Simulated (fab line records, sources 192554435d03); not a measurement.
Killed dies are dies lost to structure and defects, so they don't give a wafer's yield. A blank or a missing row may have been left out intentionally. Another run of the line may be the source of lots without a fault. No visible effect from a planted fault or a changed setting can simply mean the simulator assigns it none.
fab line records | flow n5-finfet
[record] lots = 7 wafers = 21
route steps=1938 shown SD_EPI_N@269 SDB@350 HKMG_FIN@413 MOL_CONTACT_COAG@518
start-h: the number of hours between the record's first day and the start of the first shown wafer of the lot | wait-h: hours since the lot's step before | " as in the row above | L1.1+2: one row covering several wafers at once | - no value, or no start given | * or withheld: withheld | < > ~ a bound
route shown NAME@n: a module of which the file shows steps, and the number in the route of the first | usual: mean/standard deviation of fault-free wafers | same: alike in all rows | chamber/n: place in a boat | sites: per-site readings | _std_site: their standard deviation | _edge_site: mean of outer sites minus mean of inner sites | radius-mm: how far each site lies from the wafer's centre | mask NAME#n: copy n | behind: the last tool/chamber to shape the wafer | hold: why the lot was held/for how many hours/how that ended | device: the n, p or np transistor that did not switch | end of line: the same wafers' tests at the end of the route | for a step that has no rows: nothing shown but its recipe | killed: dies that structure and defects cost at the first sort, which is not the same as the wafer's yield | map: a wafer's dies, x killed, . not, _ none there
set.NAME: setting as actually run; set.NAME@STEP: the setting as run at that earlier step | model.NAME: the simulator's own value behind a step, which no gauge read
lots with deliberately changed settings; one table per step, one row per wafer
[[steps]]
[step N5_SD_EPI_N_DEVELOP_08]
[recipe] develop-time-s = 30 developer = TMAH resist = CAR-ArF-block dev-temp-c = 23 rinse-liquid = diw dry = air-spin
// columns lot.wafer tool chamber start-h wait-h set.develop-time-s
L081.3+4+5 litho-track-03 0 - - 30
L082.1+2+5 litho-track-02 0 - - 30
L087.3+4+5 litho-track-03 0 - - 30
L089.2 litho-track-02 0 - - 30
L089.4+6 " 0 " " 36.67
L091.2+6 litho-track-02 0 - - 33.97
L091.5 " 0 " " 30
L093.1+3+5 litho-track-03 0 - - 30
L097.1+6 litho-track-02 0 - - 30
L097.5 " 0 " " 27.88
[step N5_SD_EPI_N_CD_MEAS_09]
[recipe] target-cd-nm = 120 landing-energy-ev = 500 detector = se-inlens
[usual] cd-nm = 120.0/0.65
// columns lot.wafer tool chamber start-h wait-h set.peb-temp-c@SD_EPI_N_PEB_07 cd-nm
L081.3 cd-sem-02 0 91.93 - 110 119.2
L081.4 " 0 " " 110 119.8
L081.5 " 0 " " 110 119.5
L082.1 cd-sem-02 0 96.26 - 110 120.0
L082.2 " 0 " " 110 120.1
L082.5 " 0 " " 110 120.3
L087.3 cd-sem-01 0 127.62 - 110 120.3
L087.4 " 0 " " 110 119.6
L087.5 " 0 " " 110 120.3
L089.2 cd-sem-01 0 141.17 - 110 119.5
L089.4 " 0 " " 110 120.7
L089.6 " 0 " " 110 121.7
L091.2 cd-sem-02 0 151.72 - 110 120.7
L091.5 " 0 " " 110 120.6
L091.6 " 0 " " 108.2 115.5
L093.1 cd-sem-03 0 164.59 - 110 120.2
L093.3 " 0 " " 112 124.0
L093.5 " 0 " " 110 119.0
L097.1 cd-sem-02 0 191.15 - 111.6 123.9
L097.5 " 0 " " 111.6 123.7
L097.6 " 0 " " 111.6 125.9
[step N5_SD_EPI_N_DESCUM_14]
[recipe] chemistry = O2 time-s = 7.9 source-power-w = 50 bias-power-w = 20 pressure-mtorr = 20 rf-frequency-hz = 2.712e+07 temp-c = 40 resist = CAR-ArF-block o2-flow-sccm = 225
// columns lot.wafer tool chamber start-h wait-h set.peb-temp-c@SD_EPI_N_PEB_07 model.SD_EPI_N.cd-nm
L081.3+5 rie-diel-03 3,0 92.08 0.1 110 119.6
L081.4 " 1 " " 110 119.8
L082.1+2 rie-diel-03 2,3 96.47 0.2 110 120.2
L082.5 " 0 " " 110 120.4
L087.3+5 rie-diel-03 0,1 127.71 0.0 110 120.6
L087.4 " 1 " " 110 119.4
L089.2 rie-diel-03 3 141.26 0.0 110 119.8
L089.4 " 1 " " 110 120.4
L089.6 " 1 " " 110 122
L091.2+5 rie-diel-03 0,3 151.80 0.0 110 120.6
L091.6 " 2 " " 108.2 115.2
L093.1 rie-diel-02 1 164.68 0.0 110 120
L093.3 " 3 " " 112 124.2
L093.5 " 1 " " 110 119.2
L097.1 rie-diel-03 3 191.77 0.6 111.6 124.2
L097.5 " 0 " " 111.6 124
L097.6 " 1 " " 111.6 125.8
[step N5_SD_EPI_N_ETCH_34]
[recipe] chemistry = CF4 target = SiARC target-depth-a = 455 mask-material = CAR-ArF-block time-s = 75.8 ion-energy-ev = 80 pressure-mtorr = 40 source-w = 545 bias-w = 36 Ar_flow_sccm = 100 cf4-flow-sccm = 100 ends = cleared
// columns lot.wafer tool chamber start-h wait-h set.peb-temp-c@SD_EPI_N_PEB_07 model.SD_EPI_N.cd-nm
L081.3+5 rie-diel-03 3,0 92.11 0.0 110 119.6
L081.4 " 1 " " 110 119.8
L082.1 rie-diel-03 2 96.51 0.0 110 120.2
L082.2+5 " 3,0 " " 110 120.4
L087.3+5 rie-diel-03 0,1 127.74 0.0 110 120.6
L087.4 " 1 " " 110 119.4
L089.2 rie-diel-03 3 141.30 0.0 110 119.6
L089.4 " 1 " " 110 120.6
L089.6 " 1 " " 110 122
L091.2 rie-diel-03 0 151.84 0.0 110 120.8
L091.5 " 3 " " 110 120.6
L091.6 " 2 " " 108.2 115.4
L093.1 rie-diel-02 1 164.71 0.0 110 120
L093.3 " 3 " " 112 124.4
L093.5 " 1 " " 110 118.8
L097.1+5 rie-diel-03 3,0 191.80 0.0 111.6 124.2
L097.6 " 1 " " 111.6 125.8
[step N5_SD_EPI_N_ETCH_35]
[recipe] chemistry = N2/H2 target = SOC overetch-a = 1080 mask-material = SiARC temp-c = 40 ion-energy-ev = 100 source-w = 3000 bias-w = 133 pressure-mtorr = 20 time-s = 486 n2-flow-sccm = 200 h2-flow-sccm = 200
[step N5_SD_EPI_N_STRIP_36]
[recipe] chemistry = N2/H2 temp-c = 40 n2-flow-sccm = 200 h2-flow-sccm = 200 rf-frequency-hz = 6e+07
[step N5_SD_EPI_N_ETCHBACK_44]
[recipe] chemistry = CH3F/O2 mode = anisotropic-etchback target = SiNx target-depth-a = 145 stop-on = SiO2 over-etch-frac = 0.3 ion-energy-ev = 120 pressure-mtorr = 30 source-w = 395 bias-w = 73 Ar_flow_sccm = 150 CH3F_flow_sccm = 30 O2_flow_sccm = 20
[step N5_SD_EPI_N_ETCH_45]
[recipe] chemistry = CH3F/O2 target = SiOCN target-depth-a = 60 mask-material = SOC ion-energy-ev = 60 bias-w = 29 pressure-mtorr = 15 source-w = 410 Ar_flow_sccm = 150 CH3F_flow_sccm = 30 O2_flow_sccm = 20
[step N5_SD_EPI_N_ETCH_16]
[recipe] chemistry = CHF3/O2 target = SiO2 target-depth-a = 50 mask-material = SOC pressure-mtorr = 30 source-w = 650 bias-w = 170 Ar_flow_sccm = 200 CHF3_flow_sccm = 50 O2_flow_sccm = 5 ion-energy-ev = 200
// columns lot.wafer tool chamber start-h wait-h set.peb-temp-c@SD_EPI_N_PEB_07 model.SD_EPI_N.cd-nm
L081.3 rie-diel-03 3 92.69 0.1 110 119.6
L081.4 " 1 " " 110 120
L081.5 " 0 " " 110 119
L082.1 rie-diel-03 2 97.09 0.1 110 121
L082.2 " 3 " " 110 121.2
L082.5 " 0 " " 110 120.6
L087.3 rie-diel-03 0 128.32 0.1 110 120.8
L087.4 " 1 " " 110 117.8
L087.5 " 1 " " 110 120.6
L089.2 rie-diel-03 3 141.88 0.1 110 120.2
L089.4 " 1 " " 110 120.4
L089.6 " 1 " " 110 122
L091.2 rie-diel-03 0 152.42 0.1 110 118.6
L091.5 " 3 " " 110 120.4
L091.6 " 2 " " 108.2 115.4
L093.1 rie-diel-02 1 165.29 0.1 110 119
L093.3 " 3 " " 112 124.2
L093.5 " 1 " " 110 119.2
L097.1 rie-diel-03 3 192.38 0.1 111.6 125.2
L097.5 " 0 " " 111.6 125
L097.6 " 1 " " 111.6 126
[step N5_SDB_COAT_05]
[recipe] resist = CAR-ArF spin-rpm = 1500 resist-thk-nm = 90
// columns lot.wafer tool chamber start-h wait-h set.spin-rpm model.CAR-ArF_of_SDB_COAT_05.thk-nm
L081.3+5 litho-track-01 0 - - 1500 89.8
L081.4 " 0 " " 1500 90
L082.1 litho-track-01 0 - - 1500 90.2
L082.2 " 0 " " 1564 88.4
L082.5 " 0 " " 1564 88.2
L087.3 litho-track-01 0 - - 1580 88
L087.4 " 0 " " 1580 87.8
L087.5 " 0 " " 1500 90.2
L089.2+6 litho-track-02 0 - - 1500 90
L089.4 " 0 " " 1592 87
L091.2 litho-track-02 0 - - 1500 90.4
L091.5 " 0 " " 1598 87.4
L091.6 " 0 " " 1500 90.6
L093.1 litho-track-02 0 - - 1500 89.8
L093.3+5 " 0 " " 1500 90
L097.1 litho-track-02 0 - - 1399 92.8
L097.5 " 0 " " 1500 90
L097.6 " 0 " " 1500 89.8
[step N5_SDB_EBR_07]
[recipe] solvent = PGMEA ebr-width-mm = 1.5
[step N5_SDB_SOFTBAKE_06]
[recipe] temp-c = 110 time-s = 60 resist = CAR-ArF
[step N5_SDB_EXPOSE_08]
[recipe] mask-id = SDB na = 1.35 source-shape = conventional sigma-outer = 0.5 polarization = unpolarized dose-mj = 49.6
[step N5_SDB_PEB_09]
[recipe] peb-temp-c = withheld peb-time-s = 60 resist = CAR-ArF
[step N5_SDB_DEVELOP_10]
[recipe] develop-time-s = 30 developer = TMAH resist = CAR-ArF rinse-liquid = diw dry = air-spin dev-temp-c = 23
// columns lot.wafer tool chamber start-h wait-h set.spin-rpm@SDB_COAT_05 model.CAR-ArF_of_SDB_COAT_05.thk-nm
L081.3+4+5 litho-track-01 0 - - 1500 88.2
L082.1 litho-track-01 0 - - 1500 88.6
L082.2+5 " 0 " " 1564 86.6
L087.3 litho-track-01 0 - - 1580 86.4
L087.4 " 0 " " 1580 86.2
L087.5 " 0 " " 1500 88.4
L089.2+6 litho-track-02 0 - - 1500 88.2
L089.4 " 0 " " 1592 85.4
L091.2 litho-track-01 0 - - 1500 88.6
L091.5 " 0 " " 1598 85.8
L091.6 " 0 " " 1500 88.8
L093.1 litho-track-02 0 - - 1500 88.2
L093.3+5 " 0 " " 1500 88.4
L097.1 litho-track-02 0 - - 1399 91
L097.5 " 0 " " 1500 88.2
L097.6 " 0 " " 1500 88
[step N5_SDB_DESCUM_16]
[recipe] chemistry = O2 time-s = 7.9 source-power-w = 50 bias-power-w = 20 pressure-mtorr = 20 rf-frequency-hz = 2.712e+07 temp-c = 40 resist = CAR-ArF o2-flow-sccm = 225
// columns lot.wafer tool chamber start-h wait-h set.spin-rpm@SDB_COAT_05 model.CAR-ArF_of_SDB_COAT_05.thk-nm
L081.3+4 rie-diel-03 0,2 108.13 0.0 1500 83.4
L081.5 " 2 " " 1500 83.2
L082.1 rie-diel-06 2 112.52 0.0 1500 83.8
L082.2+5 " 3,2 " " 1564 81.8
L087.3 rie-diel-06 3 144.00 0.0 1580 81.4
L087.4 " 0 " " 1580 81.2
L087.5 " 1 " " 1500 83.6
L089.2+6 rie-diel-03 1,0 157.67 0.0 1500 83.4
L089.4 " 2 " " 1592 80.6
L091.2 rie-diel-03 1 168.62 0.1 1500 83.8
L091.5 " 2 " " 1598 80.8
L091.6 " 1 " " 1500 84
L093.1+3+5 rie-diel-03 1,2,3 180.97 0.0 1500 83.4
L097.1 rie-diel-06 1 210.12 0.3 1399 86.2
L097.5 " 2 " " 1500 83.4
L097.6 " 1 " " 1500 83.2
[step N5_HKMG_FIN_CVD_62]
[recipe] material = a-Si target-thk-a = 30 temp-c = 500 precursor = Si2H6 pressure-torr = 1 time-s = 20.8
// columns lot.wafer tool chamber start-h wait-h set.temp-c model.a-Si_of_HKMG_FIN_CVD_62.thk-nm
L081.3 thermal-cvd-si-02 2 115.48 0.2 500 3
L081.4 " 1 " " 500 3.2
L081.5 " 2 " " 500 2.8
L082.1+2 thermal-cvd-si-01 0,1 120.43 0.2 487.9 2
L082.5 " 1 " " 500 2.8
L087.3+4 thermal-cvd-si-01 0,2 151.76 0.2 500 3
L087.5 " 0 " " 488.1 2.4
L089.2+4+6 thermal-cvd-si-02 1,1,2 165.06 0.2 500 3
L091.2+5 thermal-cvd-si-02 1,2 176.48 0.2 500 3
L091.6 " 1 " " 512.8 4.4
L093.1 thermal-cvd-si-01 2 188.86 0.2 481 1.6
L093.3+5 " 1,2 " " 500 2.8
L097.1+5 thermal-cvd-si-02 2,0 218.12 0.2 520.7 5.4
L097.6 " 1 " " 500 3
[step N5_HKMG_FIN_COAT_85]
[recipe] resist = SOC temp-c = 250 time-s = 60 spin-rpm = 1500 resist-thk-nm = 300
// columns lot.wafer tool chamber start-h wait-h set.spin-rpm model.SOC_of_HKMG_FIN_COAT_85.thk-nm
L081.3 litho-track-05 0 118.44 0.2 1500 299.8
L081.4 " 0 " " 1500 299.4
L081.5 " 0 " " 1500 299.6
L082.1 litho-track-03 0 123.42 0.2 1556 293.6
L082.2 " 0 " " 1500 298.8
L082.5 " 0 " " 1556 294.4
L087.3 litho-track-03 0 154.55 0.2 1500 301
L087.4 " 0 " " 1500 301.2
L087.5 " 0 " " 1638 288.8
L089.2 litho-track-05 0 168.81 0.2 1500 299
L089.4 " 0 " " 1500 299.8
L089.6 " 0 " " 1500 298.6
L091.2 litho-track-05 0 179.29 0.2 1337 316
L091.5 " 0 " " 1500 298.2
L091.6 " 0 " " 1500 297.6
L093.1 litho-track-04 0 192.77 0.2 1415 308.4
L093.3 " 0 " " 1415 308
L093.5 " 0 " " 1500 298.4
L097.1 litho-track-05 0 221.02 0.2 1500 299.4
L097.5 " 0 " " 1335 317.8
L097.6 " 0 " " 1500 299.6
[step N5_MOL_CONTACT_COAG_COAT_104]
[recipe] resist = SiARC temp-c = 220 time-s = 60 spin-rpm = 1500 resist-thk-nm = 12
// columns lot.wafer tool chamber start-h wait-h set.spin-rpm model.SiARC_of_MOL_CONTACT_COAG_COAT_104.thk-nm
L081.3+4+5 litho-track-03 0 - - 1500 12
L082.1 litho-track-03 0 - - 1633 11.6
L082.2+5 " 0 " " 1500 12
L087.3 litho-track-02 0 - - 1500 12
L087.4+5 " 0 " " 1656 11.4
L089.2 litho-track-03 0 - - 1500 12
L089.4+6 " 0 " " 1404 12.4
L091.2 litho-track-03 0 - - 1500 12.2
L091.5 " 0 " " 1500 12
L091.6 " 0 " " 1586 11.8
L093.1+3+5 litho-track-02 0 - - 1500 12
L097.1+5+6 litho-track-02 0 - - 1500 12
[step N5_MOL_CONTACT_COAG_EXPOSE_05]
[recipe] mask-id = CA na = 0.33 source-shape = annular sigma-inner = 0.4 sigma-outer = 0.8 polarization = unpolarized defocus-nm = 0 dose-mj = 38.25
// columns lot.wafer tool chamber start-h wait-h mask set.dose-mj
L081.3+4+5 euv-scanner-02 0 129.20 - CA#0 38.25
L082.1+2+5 euv-scanner-01 0 133.97 - CA#0 38.25
L087.3 euv-scanner-01 0 165.44 - CA#0 36.57
L087.4+5 " 0 " " CA#0 38.25
L089.2+4 euv-scanner-01 0 179.78 - CA#0 36.51
L089.6 " 0 " " CA#0 38.25
L091.2+5+6 euv-scanner-01 0 193.99 - CA#0 38.25
L093.1+3+5 euv-scanner-02 0 203.99 - CA#0 38.25
L097.1 euv-scanner-01 0 232.56 - CA#0 38.25
L097.5+6 " 0 " " CA#0 40.44
[step N5_MOL_CONTACT_COAG_PEB_06]
[recipe] peb-temp-c = 100 peb-time-s = 60 resist = CAR-EUV
[step N5_MOL_CONTACT_COAG_DEVELOP_07]
[recipe] develop-time-s = 30 developer = TMAH resist = CAR-EUV rinse-liquid = surfactant-rinse dry = air-spin dev-temp-c = 23
[step N5_MOL_CONTACT_COAG_CD_MEAS_08]
[recipe] target-cd-nm = 28 landing-energy-ev = 500 detector = se-inlens polarity = opening
[usual] cd-nm = 27.95/0.23
// columns lot.wafer tool chamber start-h wait-h set.dose-mj@MOL_CONTACT_COAG_EXPOSE_05 cd-nm
L081.3 cd-sem-01 0 129.32 - 38.25 27.86
L081.4 " 0 " " 38.25 27.61
L081.5 " 0 " " 38.25 27.97
L082.1 cd-sem-03 0 134.10 - 38.25 28.36
L082.2 " 0 " " 38.25 27.97
L082.5 " 0 " " 38.25 27.97
L087.3 cd-sem-02 0 165.56 - 36.57 26.91
L087.4 " 0 " " 38.25 27.98
L087.5 " 0 " " 38.25 27.88
L089.2 cd-sem-03 0 179.90 - 36.51 26.48
L089.4 " 0 " " 36.51 26.72
L089.6 " 0 " " 38.25 27.96
L091.2 cd-sem-03 0 194.11 - 38.25 28.20
L091.5 " 0 " " 38.25 28.11
L091.6 " 0 " " 38.25 27.92
L093.1 cd-sem-03 0 204.12 - 38.25 28.38
L093.3 " 0 " " 38.25 28.17
L093.5 " 0 " " 38.25 28.24
L097.1 cd-sem-03 0 232.69 - 38.25 27.92
L097.5 " 0 " " 40.44 29.37
L097.6 " 0 " " 40.44 28.80
[step N5_MOL_CONTACT_COAG_DESCUM_13]
[recipe] chemistry = O2 time-s = 7 source-power-w = 50 bias-power-w = 20 pressure-mtorr = 20 rf-frequency-hz = 2.712e+07 temp-c = 40 resist = CAR-EUV o2-flow-sccm = 225
[step N5_MOL_CONTACT_COAG_ETCH_59]
[recipe] chemistry = N2/H2 target = underlayer target-depth-a = 130 mask-material = CAR-EUV time-s = 10.4 ion-energy-ev = 200 pressure-mtorr = 30 source-w = 840 bias-w = 150 n2-flow-sccm = 200 h2-flow-sccm = 200 ends = cleared
// columns lot.wafer tool chamber start-h wait-h set.dose-mj@MOL_CONTACT_COAG_EXPOSE_05 model.MOL_CONTACT_COAG.cd-offset-nm
L081.3+4 rie-diel-03 0,2 129.47 0.0 38.25 -0.2
L081.5 " 1 " " 38.25 0
L082.1+2 rie-diel-02 0,2 134.26 0.0 38.25 0
L082.5 " 0 " " 38.25 -0.2
L087.3 rie-diel-06 3 166.33 0.0 36.57 -1.2
L087.4+5 " 1,2 " " 38.25 -0.2
L089.2 rie-diel-03 2 180.21 0.0 36.51 -1.4
L089.4 " 1 " " 36.51 -1.2
L089.6 " 0 " " 38.25 -0.4
L091.2+5 rie-diel-02 3,1 194.89 0.0 38.25 0.4
L091.6 " 2 " " 38.25 0
L093.1 rie-diel-03 2 204.58 0.0 38.25 0
L093.3+5 " 1,2 " " 38.25 0.2
L097.1 rie-diel-06 2 232.85 0.0 38.25 0
L097.5 " 2 " " 40.44 1.2
L097.6 " 0 " " 40.44 1
[step N5_MOL_CONTACT_COAG_ETCH_105]
[recipe] chemistry = CF4 target = SiARC target-depth-a = 156 mask-material = CAR-EUV time-s = 26 ion-energy-ev = 80 pressure-mtorr = 40 source-w = 545 bias-w = 36 Ar_flow_sccm = 100 cf4-flow-sccm = 100 ends = cleared
// columns lot.wafer tool chamber start-h wait-h set.spin-rpm@MOL_CONTACT_COAG_COAT_104 set.dose-mj@MOL_CONTACT_COAG_EXPOSE_05 model.CAR-EUV_of_MOL_CONTACT_COAG_COAT_02.thk-nm model.etch.depth-nm model.MOL_CONTACT_COAG.cd-offset-nm
L081.3 rie-diel-03 0 129.49 0.0 1500 38.25 5.4 12.03 -0.2
L081.4 " 2 " " 1500 38.25 5.4 12.02 -0.2
L081.5 " 1 " " 1500 38.25 5.2 12.05 0.2
L082.1 rie-diel-02 0 134.28 0.0 1633 38.25 5.8 11.56 -0.2
L082.2 " 2 " " 1500 38.25 5.4 12.02 0
L082.5 " 0 " " 1500 38.25 5.4 12 -0.2
L087.3 rie-diel-06 3 166.35 0.0 1500 36.57 5.4 11.99 -1
L087.4 " 1 " " 1656 38.25 6 11.43 -0.2
L087.5 " 2 " " 1656 38.25 6 11.42 -0.2
L089.2 rie-diel-03 2 180.23 0.0 1500 36.51 5.6 12.02 -1.4
L089.4 " 1 " " 1404 36.51 5.2 12.43 -1
L089.6 " 0 " " 1404 38.25 5.4 12.42 -0.4
L091.2 rie-diel-02 3 194.91 0.0 1500 38.25 5.4 12.1 0.2
L091.5 " 1 " " 1500 38.25 5.4 12.05 0.2
L091.6 " 2 " " 1586 38.25 5.6 11.73 0
L093.1 rie-diel-03 2 204.60 0.0 1500 38.25 5.4 11.96 0
L093.3 " 1 " " 1500 38.25 5.4 11.99 0.4
L093.5 " 2 " " 1500 38.25 5.4 11.98 0.2
L097.1 rie-diel-06 2 232.87 0.0 1500 38.25 5.6 11.96 0
L097.5 " 2 " " 1500 40.44 5.6 11.94 1.2
L097.6 " 0 " " 1500 40.44 5.4 11.97 1
[step N5_MOL_CONTACT_COAG_EXPOSE_37]
[recipe] mask-id = VD na = 0.33 source-shape = annular sigma-inner = 0.3 sigma-outer = 0.7 polarization = unpolarized defocus-nm = 0 dose-mj = 62
// columns lot.wafer tool chamber start-h wait-h mask set.dose-mj
L081.3+4+5 euv-scanner-01 0 143.60 - VD#0 62
L082.1+5 euv-scanner-01 0 147.39 - VD#0 62
L082.2 " 0 " " VD#0 64.45
L087.3+4+5 euv-scanner-02 0 176.91 - VD#0 62
L089.2+6 euv-scanner-01 0 195.03 - VD#0 57.69
L089.4 " 0 " " VD#0 62
L091.2+5 euv-scanner-02 0 206.55 - VD#0 63.95
L091.6 " 0 " " VD#0 62
L093.1+5 euv-scanner-02 0 215.18 - VD#0 62
L093.3 " 0 " " VD#0 57.9
L097.1 euv-scanner-01 0 246.79 - VD#0 62
L097.5+6 " 0 " " VD#0 66.03
[step N5_MOL_CONTACT_COAG_PEB_38]
[recipe] peb-temp-c = 100 peb-time-s = 60 resist = CAR-EUV
[step N5_MOL_CONTACT_COAG_DEVELOP_39]
[recipe] develop-time-s = 30 developer = TMAH resist = CAR-EUV rinse-liquid = surfactant-rinse dry = air-spin dev-temp-c = 23
[step N5_MOL_CONTACT_COAG_CD_MEAS_40]
[recipe] target-cd-nm = 25.1 landing-energy-ev = 500 detector = se-inlens polarity = opening
[usual] cd-nm = 25.07/0.25
// columns lot.wafer tool chamber start-h wait-h set.dose-mj@MOL_CONTACT_COAG_EXPOSE_37 cd-nm
L081.3 cd-sem-02 0 143.73 - 62 25.47
L081.4 " 0 " " 62 25.30
L081.5 " 0 " " 62 25.29
L082.1 cd-sem-01 0 147.54 - 62 24.82
L082.2 " 0 " " 64.45 25.96
L082.5 " 0 " " 62 25.05
L087.3 cd-sem-02 0 177.04 - 62 25.14
L087.4 " 0 " " 62 25.14
L087.5 " 0 " " 62 24.94
L089.2 cd-sem-03 0 195.16 - 57.69 23.56
L089.4 " 0 " " 62 25.20
L089.6 " 0 " " 57.69 24.03
L091.2 cd-sem-03 0 206.68 - 63.95 25.24
L091.5 " 0 " " 63.95 25.59
L091.6 " 0 " " 62 25.00
L093.1 cd-sem-03 0 215.32 - 62 24.98
L093.3 " 0 " " 57.9 23.35
L093.5 " 0 " " 62 24.91
L097.1 cd-sem-03 0 246.93 - 62 24.80
L097.5 " 0 " " 66.03 26.32
L097.6 " 0 " " 66.03 26.12
[[key]]
[split] step = N5_SD_EPI_N_DEVELOP_08 setting = develop-time-s stated = 30 by = wafer
response none clear
[split] step = N5_SDB_COAT_05 setting = spin-rpm stated = 1500 by = wafer
[response] step = N5_SDB_COAT_05 reading = model.CAR-ArF_of_SDB_COAT_05.thk-nm change = -0.456 per = 1% r = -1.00
[response] step = N5_SDB_DEVELOP_10 reading = model.CAR-ArF_of_SDB_COAT_05.thk-nm change = -0.438 per = 1% r = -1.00
[response] step = N5_SDB_DESCUM_16 reading = model.CAR-ArF_of_SDB_COAT_05.thk-nm change = -0.451 per = 1% r = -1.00
[split] step = N5_HKMG_FIN_CVD_62 setting = temp-c stated = 500 by = wafer
[response] step = N5_HKMG_FIN_CVD_62 reading = model.a-Si_of_HKMG_FIN_CVD_62.thk-nm change = +0.432 per = 1% r = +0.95
[split] step = N5_HKMG_FIN_COAT_85 setting = spin-rpm stated = 1500 by = wafer
[response] step = N5_HKMG_FIN_COAT_85 reading = model.SOC_of_HKMG_FIN_COAT_85.thk-nm change = -1.58 per = 1% r = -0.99
[split] step = N5_MOL_CONTACT_COAG_COAT_104 setting = spin-rpm stated = 1500 by = wafer
[response] step = N5_MOL_CONTACT_COAG_COAT_104 reading = model.SiARC_of_MOL_CONTACT_COAG_COAT_104.thk-nm change = -0.054 per = 1% r = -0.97
[response] step = N5_MOL_CONTACT_COAG_ETCH_105 reading = model.CAR-EUV_of_MOL_CONTACT_COAG_COAT_02.thk-nm change = +0.0493 per = 1% r = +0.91
[response] step = N5_MOL_CONTACT_COAG_ETCH_105 reading = model.etch.depth-nm change = -0.0557 per = 1% r = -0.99
[split] step = N5_MOL_CONTACT_COAG_EXPOSE_05 setting = dose-mj stated = 38.25 by = wafer
[response] step = N5_MOL_CONTACT_COAG_CD_MEAS_08 reading = cd-nm change = +0.239 per = 1% r = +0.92
[response] step = N5_MOL_CONTACT_COAG_ETCH_59 reading = model.MOL_CONTACT_COAG.cd-offset-nm change = +0.203 per = 1% r = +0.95
[response] step = N5_MOL_CONTACT_COAG_ETCH_105 reading = model.MOL_CONTACT_COAG.cd-offset-nm change = +0.185 per = 1% r = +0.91
[split] step = N5_MOL_CONTACT_COAG_EXPOSE_37 setting = dose-mj stated = 62 by = wafer
[response] step = N5_MOL_CONTACT_COAG_CD_MEAS_40 reading = cd-nm change = +0.218 per = 1% r = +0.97
split outside-this-file step=N5_SD_EPI_N_PEB_07 setting=peb-temp-c
// split outside-this-file: this setting was split too, and the file shows its column; the key of that split is in another file
